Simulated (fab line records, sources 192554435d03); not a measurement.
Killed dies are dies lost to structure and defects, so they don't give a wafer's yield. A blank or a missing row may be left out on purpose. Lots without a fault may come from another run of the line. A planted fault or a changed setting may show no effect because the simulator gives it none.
Problem report in the 8D (eight disciplines) form, filled by code | flow n5_finfet | the parts of the form that need people (team, actions taken, sign-off) are left out

1. THE PROBLEM
chamber_pressure_pa at N5_BEOL_M4_SPUTTER_79 reads a mean of 0.07511 Pa on 1 wafer of 1 lot; wafers without a fault read 0.07002 Pa with a standard deviation of 0.00014. That is +36 standard deviations from the usual mean.
The step: material Cu, target thk 4.5 nm, time 8.29 s.
First seen on wafer L257.4, day 10 12:19, on pvd_sputter-01. The record holds 29 wafers of 10 lots with a number at this step. Rule for "out", or "out of limits": more than 4 standard deviations from the usual mean. The other wafers with a number count as sound.

2. WHAT IT IS AND WHAT IT IS NOT
question                    | is                  | is not
which readings at this step | chamber_pressure_pa | throttle_valve_pct
which lots                  | L257                | L250, L256, L261, L262, L263, L269, L270, L271, L272
which wafers of those lots  | L257.4              | L257.1, L257.3
read on which tools         | pvd_sputter-01      | pvd_sputter-02, pvd_sputter-03
when                        | from day 10 12:19   | up to then (8 sound wafers); but 20 sound wafers of L261, L262, L263, L269, L270, L271, L272 came after

3. SUSPECTS, AND WHAT RULES EACH OUT
Counting: a tool at a process step up to the reading stays a suspect if it ran every lot that is out. Sound lots after the first of them don't rule it out here, since some wafers of a struck lot are sound.
- rie_diel-04 at N5_BEOL_M4_STRIP_97 (strips in N2/H2, time 10 s): kept. It ran the lot that is out, L257 (day 10 11:10); its last sound lot up to then is L250 (day 8 22:10). N5_BEOL_M4_STRIP_97 gives no start for some lots, so the hours and the order of its lots are those of N5_BEOL_M4_ALD_84.
- ald_metal-04 at N5_BEOL_M4_ALD_84 (deposits TaN, pulse time 2 s, purge time 3 s, co reactant purge time 2 s): kept. It ran the lot that is out, L257 (day 10 11:10); its last sound lot up to then is L256 (day 10 02:13).
- pvd_sputter-01 at N5_BEOL_M4_ANNEAL_49 (time 240 s): kept. It ran the lot that is out, L257 (day 10 12:11); its last sound lot up to then is L256 (day 10 02:49).
- pvd_sputter-01 at N5_BEOL_M4_SPUTTER_79 (material Cu, target thk 4.5 nm, time 8.29 s): kept. It ran the lot that is out, L257 (day 10 12:19); its last sound lot up to then is L256 (day 10 02:57). Its own readings are out on those wafers: chamber_pressure_pa.
- Within rie_diel-04 at N5_BEOL_M4_STRIP_97: the wafers that are out ran in chamber 3; their sound lot-mates ran in chambers 1, 2.
- Within ald_metal-04 at N5_BEOL_M4_ALD_84: the wafers that are out ran in chamber 1; their sound lot-mates ran in chambers 0, 3.
Left after counting: rie_diel-04 at N5_BEOL_M4_STRIP_97, ald_metal-04 at N5_BEOL_M4_ALD_84, pvd_sputter-01 at N5_BEOL_M4_ANNEAL_49, pvd_sputter-01 at N5_BEOL_M4_SPUTTER_79.

4. THE CAUSE (what the simulator had put in)
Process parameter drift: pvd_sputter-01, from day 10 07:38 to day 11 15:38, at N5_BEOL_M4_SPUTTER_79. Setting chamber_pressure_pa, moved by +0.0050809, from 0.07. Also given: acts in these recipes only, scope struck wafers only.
Counting left 4 suspects, and this tool is among them.

5. THE CHAIN OF EFFECTS, in route order
Each row: a reading whose mean over the struck wafers that have a number lies more than 3 standard deviations from the usual. Only readings for which the record gives a usual standard deviation are gone through. hours: the time from each lot's start at the first step in this table that gives one to its start at this step, as a median over the lots. sigmas: the change in usual standard deviations.
hours | step                  | reading             | usual      | on struck wafers | change   | sigmas
0     | N5_BEOL_M4_SPUTTER_79 | chamber_pressure_pa | 0.07002 Pa | 0.07511          | +0.00509 | +36
The process steps in it:
- N5_BEOL_M4_SPUTTER_79: material Cu, target thk 4.5 nm, time 8.29 s.
Later measuring or inspecting steps at which every struck wafer that the step has a row for has a number for every such reading, and none has moved that far: N5_BEOL_M4_RC_MEAS_101.

6. WHAT WOULD HAVE CAUGHT IT SOONER
In this record the first reading out of limits was taken at day 10 12:19, 5 hours after the fault began at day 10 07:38.
